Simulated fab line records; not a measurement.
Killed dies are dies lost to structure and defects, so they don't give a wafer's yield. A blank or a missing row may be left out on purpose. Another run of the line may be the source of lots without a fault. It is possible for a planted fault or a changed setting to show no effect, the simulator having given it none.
Which tool was responsible? :: flow nandHarc :: 21 wafers from 7 lots sampled at 2 of the route's 1302 steps

WHAT EACH GAUGE READ, for each wafer
NHARC_A_ONON_D1_THK_MEAS_05: measures by ellipsometry.
lot: L754
measured: day 7 23:46
on: filmMetro-01
thkNm (nm): 1015 1016 1013

lot: L758
measured: day 9 17:50
on: filmMetro-02
thkNm (nm): 1004 1004 1005

lot: L762
measured: day 11 16:44
on: filmMetro-02
thkNm (nm): 1011 1602 1599

lot: L770
measured: day 15 05:11
on: filmMetro-02
thkNm (nm): 981 980 981

lot: L772
measured: day 15 20:26
on: filmMetro-02
thkNm (nm): 998 996 998

lot: L775
measured: day 16 13:08
on: filmMetro-01
thkNm (nm): 999 1001 1001

lot: L776
measured: day 17 06:11
on: filmMetro-01
thkNm (nm): 998 996 998

WHICH TOOL RAN EACH LOT (tool, then ch and the chambers of the sampled wafers, then the start)
lot: L754
NHARC_A_ONON_D1_DEP_03: pecvdOnon-03 ch 0, day 7 23:19

lot: L758
NHARC_A_ONON_D1_DEP_03: pecvdOnon-01 ch 0, day 9 17:20

lot: L762
NHARC_A_ONON_D1_DEP_03: pecvdOnon-01 ch 0, day 11 16:13

lot: L770
NHARC_A_ONON_D1_DEP_03: pecvdOnon-01 ch 0, day 15 04:48

lot: L772
NHARC_A_ONON_D1_DEP_03: pecvdOnon-01 ch 0, day 15 19:58

lot: L775
NHARC_A_ONON_D1_DEP_03: pecvdOnon-03 ch 0, day 16 12:44

lot: L776
NHARC_A_ONON_D1_DEP_03: pecvdOnon-01 ch 0, day 17 05:40
- NHARC_A_ONON_D1_DEP_03: target thk 1000 nm.

THE ANSWER, worked out from the rows above alone
Rule: the usual values come from the lots themselves. Put in order of their means at a reading, lots are off if they are a third of the lots or fewer, leave a main group of 4 or more, and stand apart from it by a gap of 3 or more times the standard deviation of the main group's means; of several such gaps the widest counts. Not used: any main group whose means are identical at the precision the tables above print for the reading. A lot without any number at a reading at which 4 lots or more have one is off too. The other lots that the step has rows for count as sound.
Off at NHARC_A_ONON_D1_THK_MEAS_05 (thkNm): L762. Main group: mean 999 nm, sd 10.
A tool fits if, at a process step before that reading, it ran every lot that is off, and no sound lot after the first of them. Gauges at NHARC_A_ONON_D1_THK_MEAS_05: tried the same way as those tools. None of those tried fits.

WHAT WAS PUT IN BY THE SIMULATOR
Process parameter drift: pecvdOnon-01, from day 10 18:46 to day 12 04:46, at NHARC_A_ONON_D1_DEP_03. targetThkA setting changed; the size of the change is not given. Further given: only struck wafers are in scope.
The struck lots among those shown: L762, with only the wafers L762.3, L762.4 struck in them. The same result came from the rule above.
